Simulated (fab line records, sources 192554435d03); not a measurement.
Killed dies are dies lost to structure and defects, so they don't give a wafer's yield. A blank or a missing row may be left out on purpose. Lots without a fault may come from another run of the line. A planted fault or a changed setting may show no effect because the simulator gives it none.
fab line records | flow n5_finfet
record lots=5 wafers=15 last_day=18
route steps=1938 shown PASS1_CAP@1873 TV_LITHO@1875 TV_OPEN@1887 PAD_METAL@1893 PASSIVATION@1897
lots that met no fault: from a run of the same line without faults
start_h: hours from the record's first day to the start of the lot's first wafer shown | wait_h: hours since the lot's step before | " the same as in the row above | L1.1+2: a row that stands for several wafers | - no value, or no start given | * or withheld: withheld | < > ~ a bound
route shown NAME@n: a module of which the file shows steps, and the number in the route of the first | usual: mean/standard deviation of fault-free wafers | same: alike in all rows | chamber/n: place in a boat | sites: the reading at each site | _std_site: their standard deviation | _edge_site: outer sites' mean less inner sites' | radius_mm: how far each site lies from the wafer's centre | mask NAME#n: copy n | behind: the tool/chamber that last shaped the wafer | hold: why the lot was held/for how many hours/how that ended | device: the transistor (n, p or np) that didn't switch | end of line: the same wafers' tests at the end of the route | a step without rows: its recipe alone | killed: dies lost to structure and defects at the first sort, not the wafer's yield | map: a wafer's dies, x killed, . not, _ none there
set.NAME: the setting as run; set.NAME@STEP: as run at that earlier step | model.NAME: the simulator's own value behind a step, which no gauge read
lots at some steps of the route; a table a step, a row a wafer
services: from which hour (start_h, from the record's first day; less than 0 if before it) a tool's chamber was out of use, for how many hours, and why
## steps
# step N5_PASSIVATION_PECVD_55
# recipe material=SiO2 target_thk_a=4000 temp_c=400 precursor=SiH4/N2O pressure_torr=2.7 rf_w=608 time_s=22.5
# usual chamber_pressure_Torr=2.700/0.0065 heater_power_w=634/53 showerhead_plenum_p_Torr=8.14/0.083 throttle_valve_pct=52.5/2.7
# columns lot.wafer tool chamber start_h wait_h chamber_pressure_Torr heater_power_w showerhead_plenum_p_Torr throttle_valve_pct
L074.2 pecvd-01 1 302.46 0.0 2.690 696 8.10 59.1
L074.3 " 2 " " 2.694 558 8.25 49.0
L074.5 " 0 " " 2.700 634 8.12 52.7
L075.2 pecvd-03 2 316.90 0.0 2.697 533 8.01 50.6
L075.3 " 1 " " 2.695 629 8.05 49.8
L075.6 " 1 " " 2.694 675 8.05 49.7
L078.2 pecvd-04 1 328.98 0.0 2.703 589 8.18 48.9
L078.3 " 0 " " 2.698 527 8.26 52.9
L078.5 " 1 " " 2.696 592 8.18 48.8
L094.1 pecvd-01 2 415.63 0.0 2.705 588 8.25 49.6
L094.3 " 0 " " 2.705 523 8.11 52.6
L094.6 " 0 " " 2.696 559 8.11 52.8
L096.1 pecvd-01 2 432.91 0.0 2.694 683 8.25 49.3
L096.3 " 1 " " 2.701 662 8.09 59.1
L096.5 " 1 " " 2.699 674 8.11 59.4
# step N5_PASSIVATION_PECVD_01
# recipe material=SiNx target_thk_a=2000 temp_c=400 precursor=SiH4/NH3/N2 pressure_torr=4.9 rf_w=1406 time_s=43.2
# usual chamber_pressure_Torr=4.901/0.011 heater_power_w=361/58 showerhead_plenum_p_Torr=8.66/0.058 throttle_valve_pct=29.7/1.5
# columns lot.wafer tool chamber start_h wait_h chamber_pressure_Torr heater_power_w showerhead_plenum_p_Torr throttle_valve_pct
L074.2 pecvd-01 1 302.49 0.0 4.895 318 8.63 33.3
L074.3 " 2 " " 4.883 303 8.74 27.6
L074.5 " 0 " " 4.898 332 8.63 29.7
L075.2 pecvd-03 2 316.94 0.0 4.904 248 8.59 28.9
L075.3 " 1 " " 4.899 339 8.58 28.2
L075.6 " 1 " " 4.922 351 8.59 28.2
L078.2 pecvd-04 1 329.02 0.0 4.901 376 8.66 27.6
L078.3 " 0 " " 4.884 318 8.76 30.1
L078.5 " 1 " " 4.903 382 8.67 27.7
L094.1 pecvd-01 2 415.67 0.0 4.928 281 8.74 27.7
L094.3 " 0 " " 4.911 275 8.64 29.6
L094.6 " 0 " " 4.893 291 8.62 29.4
L096.1 pecvd-01 2 432.95 0.0 4.905 348 8.74 27.9
L096.3 " 1 " " 4.906 384 8.64 33.3
L096.5 " 1 " " 4.911 392 8.63 33.5
# step N5_PASSIVATION_HMDS_03
# recipe time_s=60 temp_c=120
# columns lot.wafer tool chamber start_h wait_h
L074.2+3+5 litho_track-05 0 303.37 0.9
L075.2+3+6 litho_track-03 0 317.09 0.1
L078.2+3+5 litho_track-01 0 330.88 1.8
L094.1+3+6 litho_track-03 0 419.39 3.7
L096.1+3+5 litho_track-01 0 434.79 1.8
# step N5_PASSIVATION_COAT_04
# recipe spin_rpm=* resist_thk_nm=*
# columns lot.wafer tool chamber start_h wait_h
L074.2+3+5 litho_track-05 0 - -
L075.2+3+6 litho_track-03 0 - -
L078.2+3+5 litho_track-01 0 - -
L094.1+3+6 litho_track-03 0 - -
L096.1+3+5 litho_track-01 0 - -
# step N5_PASSIVATION_EBR_06
# recipe solvent=PGMEA ebr_width_mm=1.5
# columns lot.wafer tool chamber start_h wait_h
L074.2+3+5 litho_track-05 0 - -
L075.2+3+6 litho_track-03 0 - -
L078.2+3+5 litho_track-01 0 - -
L094.1+3+6 litho_track-03 0 - -
L096.1+3+5 litho_track-01 0 - -
# step N5_PASSIVATION_SOFTBAKE_05
# recipe temp_c=100 time_s=90
# columns lot.wafer tool chamber start_h wait_h
L074.2+3+5 litho_track-05 0 - -
L075.2+3+6 litho_track-03 0 - -
L078.2+3+5 litho_track-01 0 - -
L094.1+3+6 litho_track-03 0 - -
L096.1+3+5 litho_track-01 0 - -
# step N5_PASSIVATION_EXPOSE_07
# recipe mask_id=TV na=0.55 source_shape=conventional sigma_outer=0.8 polarization=unpolarized defocus_nm=0 target_cd_nm=3000 dose_mj=22.75
# usual reticle_temp_C=23.00/0.11
# columns lot.wafer tool chamber start_h wait_h mask reticle_temp_C
L074.2 krf_scanner-02 0 303.61 - TV#0 22.89
L074.3 " 0 " " TV#0 23.01
L074.5 " 0 " " TV#0 23.02
L075.2 krf_scanner-02 0 317.21 - TV#0 23.09
L075.3 " 0 " " TV#0 22.93
L075.6 " 0 " " TV#0 22.97
L078.2 krf_scanner-02 0 330.99 - TV#0 22.93
L078.3 " 0 " " TV#0 22.88
L078.5 " 0 " " TV#0 23.00
L094.1 krf_scanner-02 0 419.50 - TV#0 23.12
L094.3 " 0 " " TV#0 23.22
L094.6 " 0 " " TV#0 23.29
L096.1 krf_scanner-02 0 434.89 - TV#0 23.09
L096.3 " 0 " " TV#0 23.02
L096.5 " 0 " " TV#0 23.14
# step N5_PASSIVATION_PEB_08
# recipe peb_temp_c=withheld peb_time_s=*
# columns lot.wafer tool chamber start_h wait_h
L074.2+3+5 litho_track-05 0 303.66 0.0
L075.2+3+6 litho_track-01 0 317.26 0.0
L078.2+3+5 litho_track-05 0 331.04 0.0
L094.1+3+6 litho_track-05 0 419.56 0.1
L096.1+3+5 litho_track-03 0 434.95 0.1
# step N5_PASSIVATION_DEVELOP_09
# recipe develop_time_s=60 rinse_liquid=diw dry=air_spin dev_temp_c=21
# columns lot.wafer tool chamber start_h wait_h
L074.2+3+5 litho_track-05 0 - -
L075.2+3+6 litho_track-01 0 - -
L078.2+3+5 litho_track-05 0 - -
L094.1+3+6 litho_track-05 0 - -
L096.1+3+5 litho_track-03 0 - -
# step N5_PASSIVATION_HARDBAKE_11
# recipe temp_c=130 time_s=120
# columns lot.wafer tool chamber start_h wait_h
L074.2+3+5 litho_track-05 0 - -
L075.2+3+6 litho_track-01 0 - -
L078.2+3+5 litho_track-05 0 - -
L094.1+3+6 litho_track-05 0 - -
L096.1+3+5 litho_track-03 0 - -
# step N5_PASSIVATION_CD_MEAS_10
# recipe target_cd_nm=3000 landing_energy_ev=500 detector=se_inlens
# usual cd_nm=2999.8/1.5
# columns lot.wafer tool chamber start_h wait_h cd_nm
L074.2 cd_sem-01 0 303.78 - 3000.7
L074.3 " 0 " " 3000.5
L074.5 " 0 " " 2999.1
L075.2 cd_sem-01 0 317.38 - 2996.1
L075.3 " 0 " " 2998.4
L075.6 " 0 " " 2997.1
L078.2 cd_sem-02 0 331.16 - 2997.4
L078.3 " 0 " " 3000.7
L078.5 " 0 " " 2999.4
L094.1 cd_sem-02 0 419.68 - 2999.7
L094.3 " 0 " " 2999.3
L094.6 " 0 " " 2999.5
L096.1 cd_sem-02 0 435.07 - 2999.3
L096.3 " 0 " " 3000.2
L096.5 " 0 " " 2999.6
# step N5_PASSIVATION_OVL_MEAS_60
# recipe points_per_wafer=44
# usual TV_OVL=0/6.6
# columns lot.wafer tool chamber start_h wait_h TV_OVL[nm]
L074.2 overlay-01 0 303.81 0.0 -8
L074.3 " 0 " " -16
L074.5 " 0 " " -11
L075.2 overlay-02 0 317.41 0.0 -11
L075.3 " 0 " " -1
L075.6 " 0 " " 1
L078.2 overlay-02 0 331.19 0.0 -3
L078.3 " 0 " " -3
L078.5 " 0 " " 1
L094.1 overlay-02 0 419.71 0.0 -1
L094.3 " 0 " " -10
L094.6 " 0 " " 3
L096.1 overlay-02 0 435.10 0.0 -14
L096.3 " 0 " " -7
L096.5 " 0 " " -3
# step N5_PASSIVATION_INSPECT_61
# recipe mode=adi inspect_instrument=macro
# usual raw_defect_count=2.3/1.3
# columns lot.wafer tool chamber start_h wait_h raw_defect_count
L074.2 defect_inspect-01 - 303.83 0.0 2
L074.3 " - " " 3
L074.5 " - " " 3
L075.2 defect_inspect-01 - 317.43 0.0 3
L075.3 " - " " 4
L075.6 " - " " 2
L078.2 defect_inspect-01 - 331.21 0.0 1
L078.3 " - " " 1
L078.5 " - " " 1
L094.1 defect_inspect-01 - 419.74 0.0 2
L094.3 " - " " 2
L094.6 " - " " 3
L096.1 defect_inspect-01 - 435.13 0.0 1
L096.3 " - " " 1
L096.5 " - " " 2
# step N5_PASSIVATION_DESCUM_12
# recipe chemistry=O2 time_s=7.9 source_power_w=50 bias_power_w=20 pressure_mtorr=20 rf_frequency_hz=2.712e+07 temp_c=40 o2_flow_sccm=225
# usual drypump_motor_current_A=5.7/0.53 oes_product_au=0.78/0.077 rf_vpp_V=242.8/1.2 showerhead_plenum_p_Torr=2.08/0.063 throttle_valve_pct=20.32/0.2
# columns lot.wafer tool chamber start_h wait_h drypump_motor_current_A oes_product_au rf_hours_counter_h rf_vpp_V showerhead_plenum_p_Torr throttle_valve_pct
L074.2 rie_diel-06 1 303.87 0.0 5.2 0.77 130 243.5 2.02 20.48
L074.3 " 3 " " 5.8 0.77 143 241.3 2.02 20.67
L074.5 " 0 " " 6.2 0.98 - 242.7 2.06 19.90
L075.2 rie_diel-05 3 317.47 0.0 5.8 0.72 184 243.7 2.18 20.22
L075.3 " 2 " " 5.3 0.85 67 242.7 2.03 20.28
L075.6 " 0 " " 5.0 0.73 - 245.0 2.16 20.27
L078.2 rie_diel-05 3 331.25 0.0 5.8 0.72 189 244.1 2.18 20.24
L078.3 " 0 " " 5.0 0.73 199 244.7 2.16 20.28
L078.5 " 1 " " 6.0 0.71 - 243.8 2.08 20.24
L094.1 rie_diel-05 2 419.77 0.0 5.3 0.82 95 241.4 2.02 20.31
L094.3 " 1 " " 5.9 0.70 217 243.1 2.07 20.26
L094.6 " 2 " " 5.3 0.83 - 243.2 2.02 20.32
L096.1 rie_diel-02 2 435.45 0.3 6.1 0.75 145 242.9 2.10 20.61
L096.3 " 1 " " 6.4 0.77 108 245.5 2.21 20.49
L096.5 " 3 " " 4.7 0.76 - 241.9 2.00 20.18
# step N5_PASSIVATION_PASS_ETCH_74
# recipe chemistry=CF4/O2 target=SiNx target_depth_a=2200 time_s=110 ion_energy_ev=100 pressure_mtorr=40 source_w=535 bias_w=49 Ar_flow_sccm=100 cf4_flow_sccm=100 O2_flow_sccm=10
# usual drypump_motor_current_A=5.7/0.53 oes_product_au=0.78/0.078 rf_vpp_V=240.8/2.5 showerhead_plenum_p_Torr=2.18/0.061 throttle_valve_pct=15.88/0.18
# columns lot.wafer tool chamber start_h wait_h drypump_motor_current_A oes_product_au rf_hours_counter_h rf_vpp_V showerhead_plenum_p_Torr throttle_valve_pct
L074.2 rie_diel-06 1 303.93 0.0 5.2 0.77 130 242.6 2.12 15.97
L074.3 " 3 " " 5.8 0.76 143 240.0 2.12 16.17
L074.5 " 0 " " 6.2 0.98 - 237.4 2.17 15.47
L075.2 rie_diel-05 3 317.53 0.0 5.8 0.73 185 241.5 2.28 15.79
L075.3 " 2 " " 5.3 0.85 67 241.2 2.15 15.81
L075.6 " 0 " " 5.0 0.74 - 241.1 2.28 15.94
L078.2 rie_diel-05 3 331.31 0.0 5.8 0.71 189 242.8 2.28 15.79
L078.3 " 0 " " 5.0 0.73 199 242.8 2.28 15.95
L078.5 " 1 " " 6.0 0.72 - 238.7 2.19 15.84
L094.1 rie_diel-05 2 419.84 0.0 5.3 0.81 95 241.5 2.14 15.89
L094.3 " 1 " " 6.0 0.70 217 236.6 2.18 15.88
L094.6 " 2 " " 5.3 0.80 - 240.7 2.14 15.89
L096.1 rie_diel-02 2 435.52 0.0 6.1 0.74 145 246.3 2.21 16.16
L096.3 " 1 " " 6.4 0.78 108 243.6 2.31 15.98
L096.5 " 3 " " 4.7 0.75 - 242.6 2.12 15.84
# step N5_PASSIVATION_VIA_ETCH_13
# recipe chemistry=CHF3/O2 target=SiO2 target_depth_a=6600 CHF3_flow_sccm=50 O2_flow_sccm=5 Ar_flow_sccm=200 time_s=330 mask_material=PR pressure_mtorr=30 source_w=650 bias_w=170 ion_energy_ev=200 ends=cleared
# usual drypump_motor_current_A=5.7/0.53 etch_rf_on_time_s=237/4.5 oes_product_au=0.71/0.069 rf_vpp_V=524/5.2 showerhead_plenum_p_Torr=2.39/0.068 throttle_valve_pct=18.76/0.18
# columns lot.wafer tool chamber start_h wait_h drypump_motor_current_A etch_rf_on_time_s oes_product_au rf_hours_counter_h rf_vpp_V showerhead_plenum_p_Torr throttle_valve_pct
L074.2 rie_diel-06 1 304.03 0.0 5.2 236 0.70 130 529 2.32 18.84
L074.3 " 3 " " 5.8 239 0.69 143 522 2.32 19.07
L074.5 " 0 " " 6.2 237 0.88 - 517 2.37 18.40
L075.2 rie_diel-05 3 317.62 0.0 5.8 239 0.65 185 526 2.49 18.60
L075.3 " 2 " " 5.3 239 0.75 67 525 2.35 18.75
L075.6 " 0 " " 5.0 237 0.67 - 528 2.49 18.79
L078.2 rie_diel-05 3 331.40 0.0 5.8 233 0.65 189 528 2.49 18.59
L078.3 " 0 " " 5.0 239 0.65 199 527 2.49 18.78
L078.5 " 1 " " 6.0 242 0.65 - 518 2.39 18.67
L094.1 rie_diel-05 2 419.93 0.0 5.3 240 0.74 95 525 2.34 18.78
L094.3 " 1 " " 6.0 237 0.64 218 517 2.38 18.70
L094.6 " 2 " " 5.3 242 0.74 - 525 2.34 18.78
L096.1 rie_diel-02 2 435.61 0.0 6.1 231 0.67 145 536 2.42 19.06
L096.3 " 1 " " 6.4 232 0.71 108 525 2.53 18.90
L096.5 " 3 " " 4.7 233 0.68 - 526 2.31 18.67
# step N5_PASSIVATION_STRIP_14
# recipe chemistry=O2 power_w=600 temp_c=60 pressure_mtorr=30 rf_frequency_hz=6e+07 bias_power_w=0 overash_fraction=0.5 o2_flow_sccm=225
# usual drypump_motor_current_A=5.7/0.53 oes_product_au=0.79/0.077 rf_vpp_V=3.6/0.93 showerhead_plenum_p_Torr=2.08/0.063 throttle_valve_pct=16.58/0.19
# columns lot.wafer tool chamber start_h wait_h drypump_motor_current_A oes_product_au rf_hours_counter_h rf_vpp_V showerhead_plenum_p_Torr throttle_valve_pct
L074.2 rie_diel-06 1 304.22 0.1 5.2 0.79 130 3.2 2.03 16.72
L074.3 " 3 " " 5.8 0.77 143 3.0 2.02 16.91
L074.5 " 0 " " 6.2 0.97 - 2.0 2.06 16.15
L075.2 rie_diel-05 3 317.82 0.1 5.8 0.72 185 2.5 2.19 16.51
L075.3 " 2 " " 5.3 0.86 67 2.8 2.03 16.49
L075.6 " 0 " " 5.0 0.73 - 5.0 2.17 16.58
L078.2 rie_diel-05 3 331.60 0.1 5.8 0.72 189 5.6 2.18 16.52
L078.3 " 0 " " 5.0 0.73 199 4.7 2.17 16.62
L078.5 " 1 " " 6.0 0.71 - 3.3 2.08 16.54
L094.1 rie_diel-05 2 420.12 0.1 5.3 0.83 95 3.6 2.02 16.54
L094.3 " 1 " " 6.0 0.69 218 1.9 2.07 16.58
L094.6 " 2 " " 5.3 0.83 - 2.8 2.02 16.55
L096.1 rie_diel-02 2 435.81 0.1 6.1 0.75 145 3.7 2.11 16.86
L096.3 " 1 " " 6.4 0.79 108 3.3 2.21 16.70
L096.5 " 3 " " 4.8 0.74 - 3.1 2.00 16.49
# step N5_PASSIVATION_ETCH_15
# recipe chemistry=CF4/N2 target=SiCN target_depth_a=750 taper_deg=2 time_s=81.2 ion_energy_ev=150 mask_material=SiNx pressure_mtorr=40 source_w=430 bias_w=70 Ar_flow_sccm=100 cf4_flow_sccm=60 n2_flow_sccm=60
# usual drypump_motor_current_A=5.7/0.52 oes_product_au=0.78/0.077 rf_vpp_V=381.8/1.6 showerhead_plenum_p_Torr=2.19/0.062 throttle_valve_pct=15.33/0.18
# columns lot.wafer tool chamber start_h wait_h drypump_motor_current_A oes_product_au rf_hours_counter_h rf_vpp_V showerhead_plenum_p_Torr throttle_valve_pct
L074.2 rie_diel-06 1 - - 5.3 0.76 130 381.4 2.13 15.42
L074.3 " 3 " " 5.8 0.76 143 380.9 2.12 15.60
L074.5 " 0 " " 6.2 0.98 - 382.7 2.17 14.90
L075.2 rie_diel-05 3 - - 5.8 0.72 185 383.7 2.28 15.25
L075.3 " 2 " " 5.3 0.85 67 380.0 2.15 15.28
L075.6 " 0 " " 5.0 0.74 - 384.5 2.28 15.39
L078.2 rie_diel-05 3 - - 5.8 0.71 189 384.4 2.28 15.24
L078.3 " 0 " " 5.0 0.72 199 382.6 2.28 15.41
L078.5 " 1 " " 6.0 0.72 - 383.1 2.19 15.28
L094.1 rie_diel-05 2 - - 5.3 0.82 95 380.7 2.14 15.34
L094.3 " 1 " " 6.0 0.70 218 381.6 2.18 15.33
L094.6 " 2 " " 5.3 0.81 - 381.1 2.14 15.33
L096.1 rie_diel-02 2 - - 6.1 0.75 145 383.1 2.21 15.60
L096.3 " 1 " " 6.4 0.78 108 384.5 2.32 15.44
L096.5 " 3 " " 4.7 0.75 - 380.2 2.12 15.27
# step N5_PASSIVATION_STRIP_73
# recipe chemistry=post_etch_residue_remover time_s=60 temp_c=25 remover_ph=withheld remover_water_wt_pct=withheld remover_fluoride_wt_pct=withheld
# columns lot.wafer tool chamber start_h wait_h
L074.2+3+5 wet_bench-01 7,6,4 304.38 -
L075.2+3+6 wet_bench-02 5,6,2 317.98 -
L078.2+3+5 wet_bench-01 3,1,2 331.76 -
L094.1+3+6 wet_bench-02 5,4,3 420.28 -
L096.1+3+5 wet_bench-05 6,0,5 435.96 -
# step N5_PASSIVATION_SRD_17
# recipe time_s=30 temp_c=23 rinse_liquid=diw dry=n2_spin spin_rpm=1500 dry_time_s=30
# columns lot.wafer tool chamber start_h wait_h
L074.2+3+5 wet_bench-01 7,6,4 304.40 0.0
L075.2+3+6 wet_bench-02 5,6,2 318.00 0.0
L078.2+3+5 wet_bench-01 3,1,2 331.78 0.0
L094.1+3+6 wet_bench-02 5,4,3 420.32 0.0
L096.1+3+5 wet_bench-05 6,0,5 435.98 0.0
# step N5_PASSIVATION_DEGAS_18
# recipe ambient=vacuum temp_c=300 time_s=60
# usual heater_power_w=460/27
# columns lot.wafer tool chamber start_h wait_h heater_power_w
L074.2 pvd_sputter-03 - 305.11 0.7 448
L074.3 " - " " 487
L074.5 " - " " 416
L075.2 pvd_sputter-03 - 318.30 0.3 424
L075.3 " - " " 477
L075.6 " - " " 456
L078.2 pvd_sputter-01 - 332.63 0.8 469
L078.3 " - " " 437
L078.5 " - " " 457
L094.1 pvd_sputter-02 - 420.50 0.1 496
L094.3 " - " " 460
L094.6 " - " " 501
L096.1 pvd_sputter-02 - 436.37 0.4 488
L096.3 " - " " 443
L096.5 " - " " 454
# step N5_PASSIVATION_PRE_CLEAN_19
# recipe gas=H2/He time_s=* temp_c=*
# usual heater_power_w=461/27
# columns lot.wafer tool chamber start_h wait_h heater_power_w
L074.2 pvd_sputter-03 - 305.15 0.0 449
L074.3 " - " " 477
L074.5 " - " " 410
L075.2 pvd_sputter-03 - 318.34 0.0 418
L075.3 " - " " 485
L075.6 " - " " 442
L078.2 pvd_sputter-01 - 332.67 0.0 486
L078.3 " - " " 445
L078.5 " - " " 450
L094.1 pvd_sputter-02 - 420.54 0.0 500
L094.3 " - " " 450
L094.6 " - " " 507
L096.1 pvd_sputter-02 - 436.41 0.0 494
L096.3 " - " " 449
L096.5 " - " " 458
# step N5_PASSIVATION_SPUTTER_20
# recipe material=TaN target_thk_a=500 temp_c=25 chamber_pressure_pa=0.4
# usual substrate_temp_c=24.99/0.11 throttle_valve_pct=30.5/0.67
# columns lot.wafer tool chamber start_h wait_h substrate_temp_c throttle_valve_pct
L074.2 pvd_sputter-03 - 305.19 0.0 25.03 30.3
L074.3 " - " " 25.00 30.1
L074.5 " - " " 25.08 30.6
L075.2 pvd_sputter-03 - 318.38 0.0 25.02 30.8
L075.3 " - " " 24.89 30.4
L075.6 " - " " 24.91 30.3
L078.2 pvd_sputter-01 - 332.71 0.0 24.95 30.1
L078.3 " - " " 25.11 31.7
L078.5 " - " " 25.06 32.0
L094.1 pvd_sputter-02 - 420.58 0.0 24.95 29.9
L094.3 " - " " 24.86 29.9
L094.6 " - " " 25.00 30.2
L096.1 pvd_sputter-02 - 436.45 0.0 25.14 29.7
L096.3 " - " " 24.96 29.7
L096.5 " - " " 25.06 29.8
# step N5_PASSIVATION_AL_DEP_21
# recipe material=Al target_thk_a=28000 temp_c=400 time_s=170 power_w=30000 chamber_pressure_pa=0.4 gas=Ar
# usual cathode_dc_power_W=30000/5.9 substrate_temp_c=399.99/0.21 throttle_valve_pct=30.5/0.68
# columns lot.wafer tool chamber start_h wait_h cathode_dc_power_W substrate_temp_c throttle_valve_pct
L074.2 pvd_sputter-03 - 305.29 0.1 30002 400.07 30.3
L074.3 " - " " 29996 399.89 30.0
L074.5 " - " " 30001 399.88 31.0
L075.2 pvd_sputter-03 - 318.48 0.1 30000 399.94 30.6
L075.3 " - " " 30014 399.47 30.1
L075.6 " - " " 29993 400.20 30.0
L078.2 pvd_sputter-01 - 332.81 0.1 30003 400.09 30.5
L078.3 " - " " 30008 399.85 31.5
L078.5 " - " " 29996 400.07 31.9
L094.1 pvd_sputter-02 - 420.68 0.1 29991 399.72 30.2
L094.3 " - " " 29999 400.28 29.9
L094.6 " - " " 30004 400.13 30.1
L096.1 pvd_sputter-02 - 436.55 0.1 30005 400.14 29.9
L096.3 " - " " 29994 400.19 29.6
L096.5 " - " " 29993 399.71 29.6
# step N5_PASSIVATION_HMDS_23
# recipe time_s=60 temp_c=120
# columns lot.wafer tool chamber start_h wait_h
L074.2+3+5 litho_track-01 0 305.48 0.1
L075.2+3+6 litho_track-04 0 318.67 0.1
L078.2+3+5 litho_track-02 0 333.00 0.1
L094.1+3+6 litho_track-02 0 420.87 0.1
L096.1+3+5 litho_track-01 0 436.74 0.1
# step N5_PASSIVATION_COAT_24
# recipe spin_rpm=3000 resist_thk_nm=withheld
# columns lot.wafer tool chamber start_h wait_h
L074.2+3+5 litho_track-01 0 - -
L075.2+3+6 litho_track-04 0 - -
L078.2+3+5 litho_track-02 0 - -
L094.1+3+6 litho_track-02 0 - -
L096.1+3+5 litho_track-01 0 - -
# step N5_PASSIVATION_EBR_26
# recipe solvent=PGMEA ebr_width_mm=1.5
# columns lot.wafer tool chamber start_h wait_h
L074.2+3+5 litho_track-01 0 - -
L075.2+3+6 litho_track-04 0 - -
L078.2+3+5 litho_track-02 0 - -
L094.1+3+6 litho_track-02 0 - -
L096.1+3+5 litho_track-01 0 - -
# step N5_PASSIVATION_SOFTBAKE_25
# recipe temp_c=100 time_s=90
# columns lot.wafer tool chamber start_h wait_h
L074.2+3+5 litho_track-01 0 - -
L075.2+3+6 litho_track-04 0 - -
L078.2+3+5 litho_track-02 0 - -
L094.1+3+6 litho_track-02 0 - -
L096.1+3+5 litho_track-01 0 - -
# step N5_PASSIVATION_EXPOSE_27
# recipe mask_id=PAD na=0.55 source_shape=conventional sigma_outer=0.8 polarization=unpolarized defocus_nm=0 dose_mj=32.3
# usual reticle_temp_C=23.03/0.093
# columns lot.wafer tool chamber start_h wait_h mask reticle_temp_C
L074.2 krf_scanner-01 0 305.71 - PAD#0 23.06
L074.3 " 0 " " PAD#0 23.12
L074.5 " 0 " " PAD#0 23.11
L075.2 krf_scanner-01 0 318.78 - PAD#0 23.14
L075.3 " 0 " " PAD#0 22.92
L075.6 " 0 " " PAD#0 23.02
L078.2 krf_scanner-02 0 333.23 - PAD#0 23.02
L078.3 " 0 " " PAD#0 22.99
L078.5 " 0 " " PAD#0 22.98
L094.1 krf_scanner-02 0 421.10 - PAD#0 22.97
L094.3 " 0 " " PAD#0 23.14
L094.6 " 0 " " PAD#0 23.16
L096.1 krf_scanner-02 0 436.85 - PAD#0 23.04
L096.3 " 0 " " PAD#0 22.90
L096.5 " 0 " " PAD#0 22.94
# step N5_PASSIVATION_PEB_28
# recipe peb_temp_c=withheld peb_time_s=*
# columns lot.wafer tool chamber start_h wait_h
L074.2+3+5 litho_track-01 0 305.77 0.0
L075.2+3+6 litho_track-02 0 318.83 0.0
L078.2+3+5 litho_track-02 0 333.29 0.0
L094.1+3+6 litho_track-02 0 421.16 0.1
L096.1+3+5 litho_track-04 0 436.90 0.1
# step N5_PASSIVATION_DEVELOP_29
# recipe develop_time_s=60 rinse_liquid=diw dry=air_spin dev_temp_c=21
# columns lot.wafer tool chamber start_h wait_h
L074.2+3+5 litho_track-01 0 - -
L075.2+3+6 litho_track-02 0 - -
L078.2+3+5 litho_track-02 0 - -
L094.1+3+6 litho_track-02 0 - -
L096.1+3+5 litho_track-04 0 - -
# step N5_PASSIVATION_HARDBAKE_31
# recipe temp_c=130 time_s=120
# columns lot.wafer tool chamber start_h wait_h
L074.2+3+5 litho_track-01 0 - -
L075.2+3+6 litho_track-02 0 - -
L078.2+3+5 litho_track-02 0 - -
L094.1+3+6 litho_track-02 0 - -
L096.1+3+5 litho_track-04 0 - -
# step N5_PASSIVATION_CD_MEAS_30
# recipe target_cd_nm=4000 landing_energy_ev=500 detector=se_inlens polarity=opening
# usual cd_nm=4000.0/1.6
# columns lot.wafer tool chamber start_h wait_h cd_nm
L074.2 cd_sem-02 0 305.89 - 4000.2
L074.3 " 0 " " 4000.2
L074.5 " 0 " " 4001.7
L075.2 cd_sem-02 0 318.95 - 3999.1
L075.3 " 0 " " 3999.5
L075.6 " 0 " " 3999.5
L078.2 cd_sem-03 0 333.41 - 3997.3
L078.3 " 0 " " 3998.5
L078.5 " 0 " " 3997.6
L094.1 cd_sem-03 0 421.28 - 4001.5
L094.3 " 0 " " 3998.6
L094.6 " 0 " " 4000.9
L096.1 cd_sem-01 0 437.02 - 4001.9
L096.3 " 0 " " 4000.1
L096.5 " 0 " " 3999.5
# step N5_PASSIVATION_OVL_MEAS_63
# recipe points_per_wafer=44
# usual PAD_OVL=5/4.4
# columns lot.wafer tool chamber start_h wait_h PAD_OVL[nm]
L074.2 overlay-02 0 305.92 0.0 -2
L074.3 " 0 " " 5
L074.5 " 0 " " -2
L075.2 overlay-02 0 318.98 0.0 1
L075.3 " 0 " " 11
L075.6 " 0 " " 2
L078.2 overlay-02 0 333.44 0.0 6
L078.3 " 0 " " 4
L078.5 " 0 " " 3
L094.1 overlay-01 0 421.31 0.0 7
L094.3 " 0 " " 6
L094.6 " 0 " " 4
L096.1 overlay-01 0 437.05 0.0 9
L096.3 " 0 " " 9
L096.5 " 0 " " 5
# step N5_PASSIVATION_INSPECT_64
# recipe mode=adi inspect_instrument=macro
# usual raw_defect_count=2.3/1.5
# columns lot.wafer tool chamber start_h wait_h raw_defect_count
L074.2 defect_inspect-02 - 305.94 0.0 2
L074.3 " - " " 4
L074.5 " - " " 2
L075.2 defect_inspect-01 - 319.01 0.0 3
L075.3 " - " " 1
L075.6 " - " " 4
L078.2 defect_inspect-01 - 333.46 0.0 2
L078.3 " - " " 7
L078.5 " - " " 0
L094.1 defect_inspect-01 - 421.33 0.0 3
L094.3 " - " " 2
L094.6 " - " " 5
L096.1 defect_inspect-01 - 437.08 0.0 2
L096.3 " - " " 4
L096.5 " - " " 1
## services
# columns tool chamber start_h hours kind
pecvd-04 0 282.82 14.2 repair
krf_scanner-01 - 285.55 0.3 repair
pvd_sputter-02 - 295.39 5.2 repair
rie_diel-05 0 295.90 7.5 repair
pecvd-03 0 296.00 7.2 repair
rie_diel-02 - 306.21 0.9 repair
krf_scanner-02 - 310.33 1.3 pm
krf_scanner-02 - 311.63 1.0 pm
rie_diel-05 - 311.94 4.3 pm
rie_diel-06 0 313.92 13.7 repair
pecvd-03 2 318.15 4.3 repair
krf_scanner-02 - 321.43 2.0 repair
rie_diel-05 - 332.69 0.7 repair
krf_scanner-02 - 336.33 0.8 pm
krf_scanner-02 - 338.38 1.5 repair
pvd_sputter-02 - 366.81 8.6 repair
rie_diel-06 0 386.48 5.5 repair
pvd_sputter-02 - 396.80 1.1 repair
rie_diel-02 2 401.27 1.5 repair
pecvd-01 - 411.46 2.8 pm
wet_bench-01 - 413.93 1.9 pm
rie_diel-05 3 426.73 15.0 repair
rie_diel-02 0 427.45 2.2 repair
rie_diel-06 0 436.56 4.0 repair
## key
fault none
